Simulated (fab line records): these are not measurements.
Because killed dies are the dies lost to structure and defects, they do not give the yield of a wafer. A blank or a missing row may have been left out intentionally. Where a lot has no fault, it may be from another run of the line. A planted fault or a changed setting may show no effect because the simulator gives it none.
Chamber matching ; flow n5 finfet ; cvd co-01 running N5_BEOL_M3_CO_CAP_55: 3 sister chambers
The step material Co, precursor CCTBA/H2, target thk 2 nm, time 102.1 s. 36 wafers are shown with their chamber, then 12 later ones without.

WAFERS, EACH WITH ITS CHAMBER
wafer;chamber;heater power w (W);chamber pressure Torr (Torr)
L074.4;2;225;30.00
L074.5;1;228;30.05
L074.6;0;227;30.02
L075.2;1;231;29.99
L075.4;0;220;30.00
L075.6;2;219;30.07
L076.2;2;225;29.94
L076.3;0;221;29.92
L076.5;1;231;29.99
L078.2;1;233;30.02
L078.5;0;220;30.05
L078.6;1;228;30.01
L079.3;2;213;30.12
L079.4;1;235;29.98
L079.5;2;217;30.00
L080.2;1;229;30.01
L080.5;0;227;30.01
L080.6;1;232;30.05
L082.1;2;216;29.99
L082.3;0;222;30.00
L082.5;0;217;29.91
L085.1;2;219;29.98
L085.2;0;224;29.94
L085.6;1;227;29.92
L083.1;0;219;29.96
L083.3;1;229;30.09
L083.4;1;231;30.07
L084.2;2;215;29.98
L084.4;2;216;29.94
L084.6;0;222;30.06
L087.3;2;226;29.94
L087.4;0;219;30.09
L087.5;1;233;30.04
L088.2;1;234;30.03
L088.4;0;225;29.95
L088.5;2;215;30.12

SIGNATURES (means of the wafers above)
reading;chamber 0;chamber 1;chamber 2;scatter within a chamber
heater power w;221.92;230.85;218.73;3.48
chamber pressure Torr;29.9925;30.0192;30.0073;0.0562
Rule: for a wafer and a chamber, the distance is found by dividing, reading by reading, the gap between the wafer's reading and the chamber's mean by the reading's scatter, squaring, summing and taking the root. If the next closest chamber is less than 2 further off than the closest, the wafer can't be placed; otherwise it belongs to the closest. The scatter: the root of (the sum of the squares of (reading less its chamber's mean) over the shown wafers, divided by (wafers less chambers)).

WAFERS WHOSE CHAMBER IS MISSING
wafer;heater power w (W);chamber pressure Torr (Torr)
L093.2;223;30.05
L093.3;240;30.09
L093.4;229;29.92
L091.1;236;29.89
L091.2;219;30.04
L091.3;220;30.11
L095.2;221;30.03
L095.3;232;30.08
L095.4;224;30.02
L097.2;226;29.82
L097.4;227;29.96
L097.5;225;29.95

EACH ONE'S CHAMBER
wafer;from the rows above;in truth
L093.2;can't be placed: 0 or 2 or 1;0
L093.3;1;1
L093.4;can't be placed: 1 or 0 or 2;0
L091.1;can't be placed: 1 or 0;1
L091.2;can't be placed: 2 or 0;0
L091.3;can't be placed: 2 or 0 or 1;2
L095.2;can't be placed: 0 or 2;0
L095.3;1;1
L095.4;can't be placed: 0 or 2 or 1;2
L097.2;can't be placed: 0 or 1 or 2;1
L097.4;can't be placed: 1 or 0 or 2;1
L097.5;can't be placed: 0 or 2 or 1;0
2 of 12 placed correctly. Unplaceable from these rows: 10, with the true chamber sitting among the candidates in 10. Placed wrongly: 0.
